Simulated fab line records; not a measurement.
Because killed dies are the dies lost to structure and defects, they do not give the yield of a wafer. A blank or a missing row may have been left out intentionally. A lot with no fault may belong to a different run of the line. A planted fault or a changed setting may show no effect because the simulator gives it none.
fab line records	flow n5-finfet
[record] lots = 5	wafers = 15	last-day = 18
route steps=1938 shown BEOL_M4@1099 BEOL_M5@1112 BEOL_M6@1232 PASSIVATION@1936
lots that met no fault: from a run of the same line without faults
start-h: the number of hours between the record's first day and the start of the first shown wafer of the lot	wait-h: hours since the lot's step before	" same as the row above	L1.1+2: a single row standing in for several wafers	- no value, or no start was given	* or withheld: withheld	< > ~ a bound
route shown NAME@n: a module of which the file shows steps, and the number in the route of the first	usual: mean and standard deviation over wafers with no fault	same: alike in all rows	chamber/n: place in a boat	sites: per-site readings	_std_site: standard deviation across them	_edge_site: inner sites' mean taken away from outer sites' mean	radius-mm: for every site, how far away it sits from the centre of the wafer	mask NAME#n: copy n	behind: the tool/chamber that last shaped the wafer	hold: cause of the lot's hold/its duration in hours/its outcome	device: which transistor (n, p or np) failed to switch	end of line: tests of these same wafers at the route's end	where a step has no rows: the recipe by itself	killed: at the first sort, the dies lost to defects and structure; wafer yield is something else	map: a wafer's dies, x killed, . not, _ none there
set.NAME: the setting the step ran with; set.NAME@STEP: the setting that earlier step ran with	model.NAME: the simulator's own value behind a step, which no gauge read
a table for each step, a row for each wafer; lots at some steps of the route
services: when a tool's chamber went out of use (start-h, in hours from the record's first day, below 0 if earlier), for how many hours, and the reason
[[steps]]
[step N5_BEOL_M4_ANNEAL_95]
[recipe] temp-c = 400	time-s = 240	ambient = vacuum
[step N5_BEOL_M4_SPUTTER_96]
[recipe] material = Cu	target-thk-a = 45	temp-c = -20	chamber-pressure-pa = 0.07	power-w = withheld	time-s = 8.29
[step N5_BEOL_M4_ECD_50]
[recipe] material = Cu	target-thk-a = 3000
[step N5_BEOL_M4_ANNEAL_51]
[recipe] temp-c = 225	time-s = 90	ambient = N2
[step N5_BEOL_M4_CMP_52]
[recipe] stop-on = SiOC	t-overpolish-s = 6.8	down-force-psi = 1	platen-rpm = 50	clearing-platen-down-force-psi = 1.5	clearing-platen-rpm = 50	post-cmp-clean = cu-alkaline	target-thk-nm = 40	clearing-platen-pad-velocity-m-s = 0.99484	pad-velocity-m-s = 0.99484
[step N5_BEOL_M4_PRE_CLEAN_60]
[recipe] gas = NH3/H2	time-s = 15	temp-c = *	rf-power-w = 300
[step N5_BEOL_M4_CO_CAP_55]
[recipe] material = Co	target-thk-a = 20	temp-c = 200	precursor = CCTBA/H2	pressure-torr = 30	time-s = 102.1
[step N5_BEOL_M4_PRE_CLEAN_56]
[recipe] gas = NH3	time-s = 15	temp-c = withheld	rf-power-w = 300
[step N5_BEOL_M4_DEP_57]
[recipe] material = SiCN	target-thk-a = 80	temp-c = withheld	precursor = 3MS/NH3	pressure-torr = 3	rf-w = 202	time-s = 14
[step N5_BEOL_M4_RC_MEAS_101]
[usual] DIBL_N = 36.3/1.8	DIBL_P = 36.5/2.1	IOFF_N = 0.16/0.031	IOFF_P = 0.22/0.038	ION_N = 677/12	ION_P = 466/7.8	SS_N = 71.5/0.61	SS_P = 73.2/0.7	VT_N = 249/3	VT_P = -248.9/3
lot.wafer	tool	chamber	start-h	wait-h	DIBL_N[mV/V]	DIBL_P[mV/V]	IOFF_N[nA/um]	IOFF_P[nA/um]	ION_N[uA/um]	ION_P[uA/um]	SS_N[mV/dec]	SS_P[mV/dec]	VT_N[mV]	VT_P[mV]
L326.2	prober-02	0	234.46	0.2	36.0	36.6	0.17	0.23	678	470	71.8	74.2	247	-246.4
L326.5	"	0	"	"	33.5	33.9	0.13	0.19	668	464	71.0	73.2	252	-249.8
L326.6	"	0	"	"	35.6	37.2	0.17	0.24	668	467	72.1	73.2	248	-243.2
L333.1	prober-01	0	267.18	0.0	37.1	36.5	0.16	0.24	671	467	70.6	73.2	250	-246.0
L333.3	"	0	"	"	37.5	36.2	0.16	0.23	686	464	71.1	73.2	247	-248.2
L333.5	"	0	"	"	35.2	33.4	0.12	0.18	653	451	70.8	71.9	255	-251.4
L331.2	prober-02	0	267.20	0.2	36.9	37.5	0.16	0.25	679	472	72.3	73.5	252	-248.5
L331.4	"	0	"	"	39.2	40.4	0.21	0.31	677	475	71.9	74.6	248	-245.5
L331.5	"	0	"	"	35.7	36.7	0.16	0.25	690	483	70.9	72.9	250	-245.8
L332.2	prober-02	0	278.29	0.2	34.5	35.0	0.14	0.21	669	463	71.4	72.9	250	-247.6
L332.4	"	0	"	"	37.5	38.9	0.21	0.26	696	470	72.0	73.1	246	-246.3
L332.6	"	0	"	"	34.1	35.0	0.15	0.20	684	466	71.0	72.6	247	-251.3
L340.1	prober-01	0	312.93	0.0	35.7	36.9	0.17	0.24	669	463	72.0	73.1	249	-246.4
L340.2	"	0	"	"	36.8	38.0	0.19	0.24	678	459	71.6	73.5	246	-250.0
L340.3	"	0	"	"	34.5	36.0	0.16	0.22	679	471	71.5	72.5	246	-245.6
[step N5_BEOL_M5_ILD_DEP_00]
[recipe] material = SiCOH_lowk	target-thk-a = 1406.4	temp-c = 300	precursor = DEMS/porogen	pressure-torr = 5	rf-w = 500	time-s = 25.9
[step N5_BEOL_M5_CURE_79]
[recipe] temp-c = 385	time-s = 240	ambient = He/Ar	material = SiCOH_lowk
[step N5_BEOL_M5_PECVD_70]
[recipe] material = SiO2	target-thk-a = 160	temp-c = 400	precursor = TEOS/O2	pressure-torr = 5.5	rf-w = 450	teos-flow-sccm = 53.8	gas = O2	flow-sccm = 3000	time-s = 18
[step N5_BEOL_M5_HM_DEP_02]
[recipe] material = TiN	target-thk-a = 200	temp-c = 25	chamber-pressure-pa = 0.49996
[step N5_BEOL_M5_COAT_59]
[recipe] resist = SOC	temp-c = 250	time-s = 60	spin-rpm = 1500	resist-thk-nm = 60
[step N5_BEOL_M5_COAT_60]
[recipe] resist = SiARC	temp-c = 220	time-s = 60	spin-rpm = 1500	resist-thk-nm = 12
[step N5_BEOL_M5_COAT_71]
[recipe] resist = underlayer	temp-c = 205	time-s = 60	spin-rpm = 1500	resist-thk-nm = 5
[step N5_BEOL_M5_COAT_05]
[recipe] resist = CAR-EUV	spin-rpm = 1500	resist-thk-nm = 30
[step N5_BEOL_M5_EBR_07]
[recipe] solvent = PGMEA	ebr-width-mm = 1.5
[step N5_BEOL_M5_SOFTBAKE_06]
[recipe] temp-c = 110	time-s = 60	resist = CAR-EUV
[step N5_BEOL_M5_EXPOSE_08]
[recipe] mask-id = M5	na = 0.33	source-shape = annular	sigma-inner = 0.4	sigma-outer = 0.8	polarization = unpolarized	target-cd-nm = 28	dose-mj = 35.75
[step N5_BEOL_M5_PEB_09]
[recipe] peb-temp-c = 100	peb-time-s = 60	resist = CAR-EUV
[step N5_BEOL_M5_DEVELOP_10]
[recipe] develop-time-s = 30	developer = TMAH	resist = CAR-EUV	rinse-liquid = surfactant-rinse	dry = air-spin	dev-temp-c = 23
[step N5_BEOL_M5_DESCUM_16]
[recipe] chemistry = O2	time-s = 7	source-power-w = 50	bias-power-w = 20	pressure-mtorr = 20	rf-frequency-hz = 2.712e+07	temp-c = 40	resist = CAR-EUV	o2-flow-sccm = 225
[step N5_BEOL_M5_ETCH_72]
[recipe] chemistry = N2/H2	target = underlayer	target-depth-a = 65	mask-material = CAR-EUV	time-s = 5.2	ion-energy-ev = 200	pressure-mtorr = 30	source-w = 840	bias-w = 150	n2-flow-sccm = 200	h2-flow-sccm = 200	ends = cleared
[step N5_BEOL_M5_ETCH_61]
[recipe] chemistry = CF4	target = SiARC	target-depth-a = 156	mask-material = CAR-EUV	time-s = 26	ion-energy-ev = 80	pressure-mtorr = 40	source-w = 545	bias-w = 36	Ar_flow_sccm = 100	cf4-flow-sccm = 100	ends = cleared
[step N5_BEOL_M5_ETCH_62]
[recipe] chemistry = N2/H2	target = SOC	target-depth-a = 750	overetch-a = 150	mask-material = SiARC	temp-c = 40	time-s = 112.5	ion-energy-ev = 200	pressure-mtorr = 30	source-w = 840	bias-w = 150	n2-flow-sccm = 200	h2-flow-sccm = 200
[step N5_BEOL_M5_STRIP_63]
[recipe] chemistry = N2/H2	temp-c = 40	n2-flow-sccm = 200	h2-flow-sccm = 200	rf-frequency-hz = 6e+07
[step N5_BEOL_M5_STRIP_73]
[recipe] chemistry = N2/H2	temp-c = 40	n2-flow-sccm = 200	h2-flow-sccm = 200	rf-frequency-hz = 6e+07
[step N5_BEOL_M5_STRIP_64]
[recipe] chemistry = CF4	resist = SiARC	power-w = 300	bias-power-w = 75	pressure-mtorr = 50	cf4-flow-sccm = 150	rf-frequency-hz = 6e+07
[step N5_BEOL_M5_HM_OPEN_17]
[recipe] chemistry = Cl2/BCl3	target-depth-a = 200	overetch-a = 60	target = TiN	mask-material = SOC	ion-energy-ev = 150	pressure-mtorr = 10	icp-w = 1000	bias-w = 126	Cl2_flow_sccm = 53.25	bcl3-flow-sccm = 21.75	Ar_flow_sccm = 25
[step N5_BEOL_M5_STRIP_19]
[recipe] chemistry = O2	power-w = 400	temp-c = 40	pressure-mtorr = 30	rf-frequency-hz = 6e+07	bias-power-w = 0	overash-fraction = 0.2	o2-flow-sccm = 225
[step N5_BEOL_M5_COAT_65]
[recipe] resist = SOC	temp-c = 250	time-s = 60	spin-rpm = 1500	resist-thk-nm = 60
[step N5_BEOL_M5_COAT_66]
[recipe] resist = SiARC	temp-c = 220	time-s = 60	spin-rpm = 1500	resist-thk-nm = 12
[step N5_BEOL_M6_ETCH_65]
[recipe] chemistry = CF4	target = SiARC	target-depth-a = 156	mask-material = CAR-EUV	time-s = 26	ion-energy-ev = 80	pressure-mtorr = 40	source-w = 545	bias-w = 36	Ar_flow_sccm = 100	cf4-flow-sccm = 100	ends = cleared
[usual] bias-w = 36.00/0.11	cf4-flow-sccm = 100.0/0.31	drypump-motor-current-A = 6.0/0.52	etch-rf-on-time-s = 25.9/0.59	mfc-ar-sccm = 100.0/0.33	oes-product-au = 0.68/0.079	rf-vpp-V = 184.6/1.1	showerhead-plenum-p-Torr = 2.19/0.074	throttle-valve-pct = 15.54/0.18
lot.wafer	tool	chamber	start-h	wait-h	bias-w	cf4-flow-sccm	drypump-motor-current-A	etch-rf-on-time-s	mfc-ar-sccm	oes-product-au	rf-hours-counter-h	rf-vpp-V	showerhead-plenum-p-Torr	throttle-valve-pct
L326.2	rie-diel-05	1	259.68	0.0	35.96	99.3	6.5	26.4	99.7	0.59	236	182.8	2.10	15.36
L326.5	"	0	"	"	36.06	100.0	5.6	25.8	99.9	0.82	-	185.5	2.20	15.54
L326.6	"	3	"	"	35.97	100.1	6.2	25.3	99.6	0.84	-	186.0	2.28	15.23
L333.1	rie-diel-02	0	283.49	0.0	-	-	-	-	-	-	-	-	-	-
L333.3	"	2	"	"	-	-	-	-	-	-	-	-	-	-
L333.5	"	1	"	"	-	-	-	-	-	-	-	-	-	-
L331.2	rie-diel-02	1	289.55	0.0	-	-	-	-	-	-	-	-	-	-
L331.4	"	2	"	"	-	-	-	-	-	-	-	-	-	-
L331.5	"	1	"	"	-	-	-	-	-	-	-	-	-	-
L332.2	rie-diel-05	3	294.93	0.0	-	-	-	-	-	-	-	-	-	-
L332.4	"	1	"	"	-	-	-	-	-	-	-	-	-	-
L332.6	"	2	"	"	-	-	-	-	-	-	-	-	-	-
L340.1	rie-diel-01	0	333.77	0.0	35.98	100.1	6.8	27.3	100.0	0.59	224	183.1	2.13	15.85
L340.2	"	1	"	"	35.84	100.2	6.1	25.2	99.7	0.66	150	186.0	2.23	15.66
L340.3	"	2	"	"	35.92	99.8	4.9	26.4	99.9	0.58	244	183.9	2.03	15.72
[step N5_BEOL_M6_ETCH_66]
[recipe] chemistry = N2/H2	target = SOC	target-depth-a = 800	overetch-a = 160	mask-material = SiARC	temp-c = 40	time-s = 120	ion-energy-ev = 200	pressure-mtorr = 30	source-w = 840	bias-w = 150	n2-flow-sccm = 200	h2-flow-sccm = 200
[usual] bias-w = 150.0/0.41	chamber-pressure-mTorr = 30.002/0.024	drypump-motor-current-A = 6.0/0.52	h2-flow-sccm = 199.9/0.63	oes-product-au = 0.60/0.067	rf-vpp-V = 525.4/2.6	showerhead-plenum-p-Torr = 2.60/0.087	throttle-valve-pct = 17.73/0.21
lot.wafer	tool	chamber	start-h	wait-h	bias-w	chamber-pressure-mTorr	drypump-motor-current-A	h2-flow-sccm	oes-product-au	rf-hours-counter-h	rf-vpp-V	showerhead-plenum-p-Torr	throttle-valve-pct
L326.2	rie-diel-05	1	259.71	0.0	149.6	30.017	6.5	199.4	0.53	236	525.3	2.52	17.60
L326.5	"	0	"	"	150.2	29.995	5.6	201.2	0.73	-	525.7	2.58	17.68
L326.6	"	3	"	"	150.2	29.986	6.2	201.4	0.73	-	528.8	2.71	17.47
L333.1	rie-diel-02	0	283.52	0.0	151.2	29.997	6.3	200.0	0.26	239	525.6	2.60	17.53
L333.3	"	2	"	"	149.4	30.006	5.6	199.6	0.28	121	522.9	2.57	17.99
L333.5	"	1	"	"	150.0	30.000	6.5	199.6	0.32	-	528.6	2.69	17.44
L331.2	rie-diel-02	1	289.58	0.0	150.0	30.009	6.6	199.7	0.33	58	529.4	2.69	17.45
L331.4	"	2	"	"	150.1	29.959	5.7	200.1	0.29	123	524.7	2.57	18.00
L331.5	"	1	"	"	149.7	30.004	6.5	199.1	0.32	-	528.2	2.69	17.44
L332.2	rie-diel-05	3	294.96	0.0	149.2	29.997	6.2	200.5	0.35	16	528.3	2.70	17.46
L332.4	"	1	"	"	150.6	30.002	6.5	199.8	0.25	249	522.4	2.51	17.57
L332.6	"	2	"	"	150.2	29.977	5.6	200.7	0.26	-	525.2	2.62	18.10
L340.1	rie-diel-01	0	333.80	0.0	150.1	29.998	6.8	199.3	0.54	224	522.8	2.50	17.86
L340.2	"	1	"	"	150.3	30.003	6.2	199.7	0.59	150	526.9	2.66	17.99
L340.3	"	2	"	"	149.7	29.991	4.9	199.7	0.52	244	520.2	2.41	18.01
[step N5_PASSIVATION_PROBE_49]
[usual] defect-limited-yield = 91.2/1.5	killed_at_M0_to_M3 = 33/9.6	killed_at_M4_up = 14/5.6	killed-at-contacts = 14/5.5	killed-at-front-end = 40/13	killed-at-other = 4/3	killed-dies = 104/17	killed-on-rim = 14/4.3	killed-open = 68/13	killed-short = 33/7.2	sort_bin_5_function = 5.2/0.95	sort_bin_6_memory = 3.3/0.62	sort-n-pass = 1076/17	sort-yield-pct = 91.2/1.5
[same] gross-dies = 1180	killed-at-back-side = 0	sort_bin_4_leakage[%] = 0	sort_bin_8_speed[%] = 0
lot.wafer	tool	chamber	start-h	wait-h	defect-limited-yield[%]	killed_at_M0_to_M3	killed_at_M4_up	killed-at-contacts	killed-at-front-end	killed-at-other	killed-dies	killed-on-rim	killed-open	killed-short	sort_bin_5_function[%]	sort_bin_6_memory[%]	sort-n-pass	sort-yield-pct[%]
L326.2	prober-02	-	347.20	0.3	90.6	15	17	28	46	5	111	14	75	35	5.5	3.8	1069	90.6
L326.5	prober-02	-	347.35	0.4	91.5	33	12	16	33	6	100	21	65	32	5.3	2.9	1080	91.5
L326.6	prober-02	-	347.40	0.5	90.8	33	13	19	40	4	109	11	73	33	5.6	3.0	1071	90.8
L333.1	prober-02	-	366.81	0.0	0	17	1108	5	40	10	1180	152	52	30	97.0	2.6	0	0
L333.3	prober-02	-	366.91	0.1	0	29	1105	7	39	0	1180	152	70	34	96.6	3.0	0	0
L333.5	prober-02	-	367.01	0.2	0	45	1077	12	46	0	1180	152	70	42	96.3	3.5	0	0
L331.2	prober-02	-	386.46	0.1	0	28	1084	4	61	3	1180	152	77	31	96.3	3.4	0	0
L331.4	prober-02	-	386.56	0.2	0	36	1082	7	49	6	1180	152	75	38	96.0	3.7	0	0
L331.5	prober-02	-	386.61	0.2	0	23	1115	10	26	6	1180	152	48	30	97.3	2.2	0	0
L332.2	prober-01	-	387.25	0.1	0	25	1065	21	66	3	1180	152	85	40	95.6	4.2	0	0
L332.4	prober-01	-	387.35	0.2	0	35	1100	12	31	2	1180	152	63	29	96.7	2.9	0	0
L332.6	prober-01	-	387.45	0.3	0	33	1101	11	27	8	1180	152	70	27	97.3	2.4	0	0
L340.1	prober-01	-	429.05	0.0	93.4	29	17	13	18	1	78	8	55	23	4.0	2.4	1102	93.4
L340.2	prober-01	-	429.10	0.1	91.8	40	17	10	27	3	97	9	63	33	4.6	3.1	1083	91.8
L340.3	prober-01	-	429.15	0.1	93.6	37	10	7	17	4	75	9	43	31	3.2	3.1	1105	93.6
// killed by level:class
L326.2 MOL_CONTACT_COAG:geometric-particle:open=20 FIN_SAQP:geometric-particle:open=17 FIN_SAQP:geometric-particle:short=12 STI_FIN_REVEAL:geometric-particle:open=7 MOL_CONTACT_COAG:geometric-particle:short=7 BEOL_M3:geometric-particle:open=6 BEOL_M4:geometric-particle:open=6 BEOL_M4:geometric-particle:short=3
L326.5 MOL_CONTACT_COAG:geometric-particle:open=12 BEOL_M3:geometric-particle:open=10 BEOL_M0_SAQP:geometric-particle:open=9 FIN_SAQP:geometric-particle:open=7 BEOL_M0_SAQP:geometric-particle:short=6 ILD0:geometric-particle:open=4 GATE_CUT:geometric-particle:short=4 MOL_CONTACT_COAG:geometric-particle:short=4
L326.6 MOL_CONTACT_COAG:geometric-particle:open=14 BEOL_M0_SAQP:geometric-particle:open=9 FIN_SAQP:geometric-particle:short=7 FIN_SAQP:geometric-particle:open=6 BEOL_M1:geometric-particle:open=6 ILD0:geometric-particle:open=5 MOL_CONTACT_COAG:geometric-particle:short=5 BEOL_M3:geometric-particle:open=5
L333.1 BEOL_M6:area-etch=1093 BEOL_M4:geometric-particle:open=8 FIN_SAQP:geometric-particle:short=6 GATE_CUT:geometric-particle:open=6 BEOL_M1:geometric-particle:open=5 MIM_TOP_ETCH:geometric-particle:open=5 FIN_SAQP:geometric-particle:open=4 STI_FIN_REVEAL:geometric-particle:open=4
L333.3 BEOL_M6:area-etch=1074 BEOL_M4:geometric-particle:open=13 FIN_SAQP:geometric-particle:open=7 DUMMY_GATE:geometric-particle:open=7 FIN_SAQP:geometric-particle:short=6 GATE_CUT:geometric-particle:short=6 MOL_CONTACT_COAG:geometric-particle:open=5 BEOL_M3:geometric-particle:open=5
L333.5 BEOL_M6:area-etch=1064 BEOL_M0_SAQP:geometric-particle:short=14 BEOL_M3:geometric-particle:open=11 MOL_CONTACT_COAG:geometric-particle:open=9 BEOL_M0_SAQP:geometric-particle:open=9 GATE_CUT:geometric-particle:open=7 DUMMY_GATE:geometric-particle:open=6 FIN_SAQP:geometric-particle:open=5
L331.2 BEOL_M6:area-etch=1072 STI_FIN_REVEAL:geometric-particle:open=19 BEOL_M2:geometric-particle:open=13 FIN_SAQP:geometric-particle:open=9 GATE_CUT:geometric-particle:short=8 FIN_SAQP:geometric-particle:short=6 BEOL_M4:geometric-particle:open=5 DUMMY_GATE:geometric-particle:open=4
L331.4 BEOL_M6:area-etch=1067 FIN_SAQP:geometric-particle:open=14 BEOL_M3:geometric-particle:open=10 BEOL_M4:geometric-particle:open=9 STI_FIN_REVEAL:geometric-particle:open=7 MOL_CONTACT_COAG:geometric-particle:open=7 BEOL_M0_SAQP:geometric-particle:short=7 BEOL_M2:geometric-particle:open=7
L331.5 BEOL_M6:area-etch=1100 MOL_CONTACT_COAG:geometric-particle:open=8 GATE_CUT:geometric-particle:short=7 BEOL_M3:geometric-particle:open=6 BEOL_M4:geometric-particle:open=6 FIN_SAQP:geometric-particle:short=5 BEOL_M0_SAQP:geometric-particle:open=5 STARTING-WAFER:geometric-particle:open=4
L332.2 BEOL_M6:area-etch=1054 STI_FIN_REVEAL:geometric-particle:open=19 MOL_CONTACT_COAG:geometric-particle:open=17 BEOL_M3:geometric-particle:open=10 DUMMY_GATE:geometric-particle:open=9 FIN_SAQP:geometric-particle:short=7 FIN_SAQP:geometric-particle:open=6 GATE_CUT:geometric-particle:short=6
L332.4 BEOL_M6:area-etch=1088 MOL_CONTACT_COAG:geometric-particle:open=8 BEOL_M3:geometric-particle:open=8 FIN_SAQP:geometric-particle:open=6 BEOL_M0_SAQP:geometric-particle:short=6 BEOL_M0_SAQP:geometric-particle:open=6 STI_FIN_REVEAL:geometric-particle:open=5 BEOL_M1:geometric-particle:open=5
L332.6 BEOL_M6:area-etch=1083 BEOL_M0_SAQP:geometric-particle:short=9 BEOL_M4:geometric-particle:open=8 MOL_CONTACT_COAG:geometric-particle:open=7 STI_FIN_REVEAL:geometric-particle:open=6 BEOL_M0_SAQP:geometric-particle:open=6 BEOL_M3:geometric-particle:open=6 BEOL_M2:geometric-particle:open=5
L340.1 MOL_CONTACT_COAG:geometric-particle:open=13 BEOL_M0_SAQP:geometric-particle:short=7 BEOL_M3:geometric-particle:open=6 SPACER0:geometric-particle:open=5 BEOL_M0_SAQP:geometric-particle:open=5 BEOL_M4:geometric-particle:open=5 FIN_SAQP:geometric-particle:short=4 BEOL_M4:geometric-particle:short=4
L340.2 BEOL_M0_SAQP:geometric-particle:short=14 MOL_CONTACT_COAG:geometric-particle:open=10 BEOL_M0_SAQP:geometric-particle:open=10 BEOL_M3:geometric-particle:open=8 BEOL_M4:geometric-particle:open=7 STARTING-WAFER:geometric-particle:short=7 GATE_CUT:geometric-particle:open=5 BEOL_M5:geometric-particle:open=4
L340.3 BEOL_M0_SAQP:geometric-particle:open=15 BEOL_M0_SAQP:geometric-particle:short=11 MOL_CONTACT_COAG:geometric-particle:open=6 BEOL_M3:geometric-particle:open=5 STARTING-WAFER:geometric-particle:short=5 FIN_SAQP:geometric-particle:short=3 BEOL_M6:geometric-particle:open=3 BEOL_M3:geometric-particle:short=3
// map L331.2 (x killed, . not)
_________________xxxxxxxxxxxx________________
______________xxxxxxxxxxxxxxxxxx_____________
___________xxxxxxxxxxxxxxxxxxxxxxxx__________
__________xxxxxxxxxxxxxxxxxxxxxxxxxx_________
________xxxxxxxxxxxxxxxxxxxxxxxxxxxxxx_______
_______xxxxxxxxxxxxxxxxxxxxxxxxxxxxxxxx______
______xxxxxxxxxxxxxxxxxxxxxxxxxxxxxxxxxx_____
_____xxxxxxxxxxxxxxxxxxxxxxxxxxxxxxxxxxxx____
____xxxxxxxxxxxxxxxxxxxxxxxxxxxxxxxxxxxxxx___
___xxxxxxxxxxxxxxxxxxxxxxxxxxxxxxxxxxxxxxxx__
___xxxxxxxxxxxxxxxxxxxxxxxxxxxxxxxxxxxxxxxx__
__xxxxxxxxxxxxxxxxxxxxxxxxxxxxxxxxxxxxxxxxxx_
__xxxxxxxxxxxxxxxxxxxxxxxxxxxxxxxxxxxxxxxxxx_
_xxxxxxxxxxxxxxxxxxxxxxxxxxxxxxxxxxxxxxxxxxxx
_xxxxxxxxxxxxxxxxxxxxxxxxxxxxxxxxxxxxxxxxxxxx
_xxxxxxxxxxxxxxxxxxxxxxxxxxxxxxxxxxxxxxxxxxxx
_xxxxxxxxxxxxxxxxxxxxxxxxxxxxxxxxxxxxxxxxxxxx
_xxxxxxxxxxxxxxxxxxxxxxxxxxxxxxxxxxxxxxxxxxxx
_xxxxxxxxxxxxxxxxxxxxxxxxxxxxxxxxxxxxxxxxxxxx
_xxxxxxxxxxxxxxxxxxxxxxxxxxxxxxxxxxxxxxxxxxxx
_xxxxxxxxxxxxxxxxxxxxxxxxxxxxxxxxxxxxxxxxxxxx
__xxxxxxxxxxxxxxxxxxxxxxxxxxxxxxxxxxxxxxxxxx_
__xxxxxxxxxxxxxxxxxxxxxxxxxxxxxxxxxxxxxxxxxx_
___xxxxxxxxxxxxxxxxxxxxxxxxxxxxxxxxxxxxxxxx__
___xxxxxxxxxxxxxxxxxxxxxxxxxxxxxxxxxxxxxxxx__
____xxxxxxxxxxxxxxxxxxxxxxxxxxxxxxxxxxxxxx___
_____xxxxxxxxxxxxxxxxxxxxxxxxxxxxxxxxxxxx____
______xxxxxxxxxxxxxxxxxxxxxxxxxxxxxxxxxx_____
_______xxxxxxxxxxxxxxxxxxxxxxxxxxxxxxxx______
________xxxxxxxxxxxxxxxxxxxxxxxxxxxxxx_______
__________xxxxxxxxxxxxxxxxxxxxxxxxxx_________
___________xxxxxxxxxxxxxxxxxxxxxxxx__________
______________xxxxxxxxxxxxxxxxxx_____________
_________________xxxxxxxxxxxx________________
// map L332.2 (x killed, . not)
_________________xxxxxxxxxxxx________________
______________xxxxxxxxxxxxxxxxxx_____________
___________xxxxxxxxxxxxxxxxxxxxxxxx__________
__________xxxxxxxxxxxxxxxxxxxxxxxxxx_________
________xxxxxxxxxxxxxxxxxxxxxxxxxxxxxx_______
_______xxxxxxxxxxxxxxxxxxxxxxxxxxxxxxxx______
______xxxxxxxxxxxxxxxxxxxxxxxxxxxxxxxxxx_____
_____xxxxxxxxxxxxxxxxxxxxxxxxxxxxxxxxxxxx____
____xxxxxxxxxxxxxxxxxxxxxxxxxxxxxxxxxxxxxx___
___xxxxxxxxxxxxxxxxxxxxxxxxxxxxxxxxxxxxxxxx__
___xxxxxxxxxxxxxxxxxxxxxxxxxxxxxxxxxxxxxxxx__
__xxxxxxxxxxxxxxxxxxxxxxxxxxxxxxxxxxxxxxxxxx_
__xxxxxxxxxxxxxxxxxxxxxxxxxxxxxxxxxxxxxxxxxx_
_xxxxxxxxxxxxxxxxxxxxxxxxxxxxxxxxxxxxxxxxxxxx
_xxxxxxxxxxxxxxxxxxxxxxxxxxxxxxxxxxxxxxxxxxxx
_xxxxxxxxxxxxxxxxxxxxxxxxxxxxxxxxxxxxxxxxxxxx
_xxxxxxxxxxxxxxxxxxxxxxxxxxxxxxxxxxxxxxxxxxxx
_xxxxxxxxxxxxxxxxxxxxxxxxxxxxxxxxxxxxxxxxxxxx
_xxxxxxxxxxxxxxxxxxxxxxxxxxxxxxxxxxxxxxxxxxxx
_xxxxxxxxxxxxxxxxxxxxxxxxxxxxxxxxxxxxxxxxxxxx
_xxxxxxxxxxxxxxxxxxxxxxxxxxxxxxxxxxxxxxxxxxxx
__xxxxxxxxxxxxxxxxxxxxxxxxxxxxxxxxxxxxxxxxxx_
__xxxxxxxxxxxxxxxxxxxxxxxxxxxxxxxxxxxxxxxxxx_
___xxxxxxxxxxxxxxxxxxxxxxxxxxxxxxxxxxxxxxxx__
___xxxxxxxxxxxxxxxxxxxxxxxxxxxxxxxxxxxxxxxx__
____xxxxxxxxxxxxxxxxxxxxxxxxxxxxxxxxxxxxxx___
_____xxxxxxxxxxxxxxxxxxxxxxxxxxxxxxxxxxxx____
______xxxxxxxxxxxxxxxxxxxxxxxxxxxxxxxxxx_____
_______xxxxxxxxxxxxxxxxxxxxxxxxxxxxxxxx______
________xxxxxxxxxxxxxxxxxxxxxxxxxxxxxx_______
__________xxxxxxxxxxxxxxxxxxxxxxxxxx_________
___________xxxxxxxxxxxxxxxxxxxxxxxx__________
______________xxxxxxxxxxxxxxxxxx_____________
_________________xxxxxxxxxxxx________________
[[services]]
tool	chamber	start-h	hours	kind
rie-diel-05	2	248.35	14.3	repair
rie-diel-01	2	252.54	8.2	repair
rie-diel-05	1	297.02	-	clean
rie-diel-05	1	297.02	-	consumable-replace:focus-ring
rie-diel-05	1	297.02	22.1	scheduled-down
rie-diel-05	1	297.02	22.1	vent-cycle
rie-diel-02	2	306.72	4.8	repair
rie-diel-02	0	313.32	-	clean
rie-diel-02	0	313.32	-	consumable-replace:focus-ring
rie-diel-02	0	313.32	30.2	scheduled-down
rie-diel-02	0	313.32	30.2	vent-cycle
rie-diel-02	3	317.48	4.5	repair
rie-diel-02	3	329.20	11.3	repair
rie-diel-02	2	332.84	7.0	repair
[[key]]
[first-sign] step = N5_BEOL_M6_ETCH_65	reading = tool-record	direction = missing
[effect] step = N5_BEOL_M6_ETCH_66	reading = oes-product-au	direction = down	sigmas = 4.6	usual = 0.60	struck = 0.30
[effect] step = N5_PASSIVATION_PROBE_49	reading = killed_at_M4_up	direction = up	sigmas = 99+	usual = 14	struck = 1093
[more-kills-born-at] N5_BEOL_M6_ETCH_65@rie-diel-02 = 6470	N5_BEOL_M6_ETCH_65@rie-diel-05 = 3225
met-at N5_BEOL_M6_ETCH_65
struck-wafers L331.2,L331.4,L331.5,L332.2,L332.4,L332.6,L333.1,L333.3,L333.5
later-rows-left-out L331.2,L331.4,L331.5,L332.2,L332.4,L332.6,L333.1,L333.3,L333.5
onset-between 259.68 283.49
[fault] kind = skipped-step-whole	tool = rie-diel-02,rie-diel-05	chamber = -	onset-h = 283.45	steps = N5_BEOL_M6_ETCH_65	scope = struck-lots-only
// later-rows-left-out: the simulator's readings of these wafers behind a module that went badly wrong aren't trusted and aren't shown, but for the sort
